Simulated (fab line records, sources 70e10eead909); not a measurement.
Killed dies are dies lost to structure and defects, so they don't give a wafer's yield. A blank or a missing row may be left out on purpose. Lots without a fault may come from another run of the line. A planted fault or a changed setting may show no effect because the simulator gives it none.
Problem report in the 8D (eight disciplines) form, filled by code | flow nand_harc | the parts of the form that need people (team, actions taken, sign-off) are left out

1. THE PROBLEM
killed_dies at NHARC_END_SORT_01 reads a mean of 184 on 1 wafer of 1 lot; wafers without a fault read 61 with a standard deviation of 19. That is +6.5 standard deviations from the usual mean.
First seen on wafer L842.2, day 26 15:25, on prober-02. The record holds 9 wafers of 3 lots with a number at this step. Rule for "out", or "out of limits": more than 4 standard deviations from the usual mean. The other wafers with a number count as sound.

2. WHAT IT IS AND WHAT IT IS NOT
question                    | is                           | is not
which readings at this step | killed_dies, killed_at_array | killed_at_other, killed_at_periphery, killed_open, killed_short
which lots                  | L842                         | L853, L855
which wafers of those lots  | L842.2                       | L842.4, L842.5
read on which gauges        | prober-02                    | prober-01
when                        | from day 26 15:25            | up to then (0 sound wafers); but 8 sound wafers of L842, L853, L855 came after

3. SUSPECTS, AND WHAT RULES EACH OUT
Counting: a tool at a process step up to the reading stays a suspect if it ran every lot that is out. Sound lots after the first of them don't rule it out here, since some wafers of a struck lot are sound.
- the gauge at NHARC_END_SORT_01: kept. All the wafers that are out were read on prober-02, and no step on other tools shows them out.
- ald_hk-01 at NHARC_A_WL_FILL_ALD_00 (deposits Al2O3, target thk 3 nm, pulse time 3 s, ald cycles 30): kept. It ran the lot that is out, L842 (day 22 14:37).
- pecvd-04 at NHARC_THIN_TSV_DEP_47 (deposits SiO2, target thk 200 nm): kept. It ran the lot that is out, L842 (day 26 01:28).
- rie_metal-03 at NHARC_THIN_TSV_ETCH_59 (etches the open film in Cl2/BCl3, target depth 880 nm, time 138.1 s): kept. It ran the lot that is out, L842 (day 26 05:50).
- Within ald_hk-01 at NHARC_A_WL_FILL_ALD_00: the wafers that are out ran in chamber 2; their sound lot-mates ran in chamber 1.
- Within rie_metal-03 at NHARC_THIN_TSV_ETCH_59: the wafers that are out ran in chamber 0; their sound lot-mates ran in chamber 1.
Left after counting: ald_hk-01 at NHARC_A_WL_FILL_ALD_00, pecvd-04 at NHARC_THIN_TSV_DEP_47, rie_metal-03 at NHARC_THIN_TSV_ETCH_59, prober-02 at NHARC_END_SORT_01.

4. THE CAUSE (what the simulator had put in)
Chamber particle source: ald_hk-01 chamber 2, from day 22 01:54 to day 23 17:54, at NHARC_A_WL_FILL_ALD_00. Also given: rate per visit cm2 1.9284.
Counting left 4 suspects, and this tool is among them.

5. THE CHAIN OF EFFECTS, in route order
Each row: a reading whose mean over the struck wafers that have a number lies more than 3 standard deviations from the usual. Only readings for which the record gives a usual standard deviation are gone through. hours: the time from each lot's start at the first step in this table that gives one to its start at this step, as a median over the lots. sigmas: the change in usual standard deviations.
hours | step              | reading         | usual | on struck wafers | change | sigmas
0     | NHARC_END_SORT_01 | killed_at_array | 56    | 177              | +121   | +6.4
0     | NHARC_END_SORT_01 | killed_dies     | 61    | 184              | +123   | +6.5

6. WHAT WOULD HAVE CAUGHT IT SOONER
In this record the first reading out of limits at a measuring or inspecting step was taken at day 26 15:25, 110 hours after the fault began at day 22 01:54.
Of the tool readings at NHARC_A_WL_FILL_ALD_00 for which the record gives a usual standard deviation, none was out on any struck wafer, so an alarm limit of 4 standard deviations on them would not have fired.
All the lots that are out (1) had begun NHARC_A_WL_FILL_ALD_00 on ald_hk-01 by day 26 15:25. A hold on the tool at that time would have spared none of them.
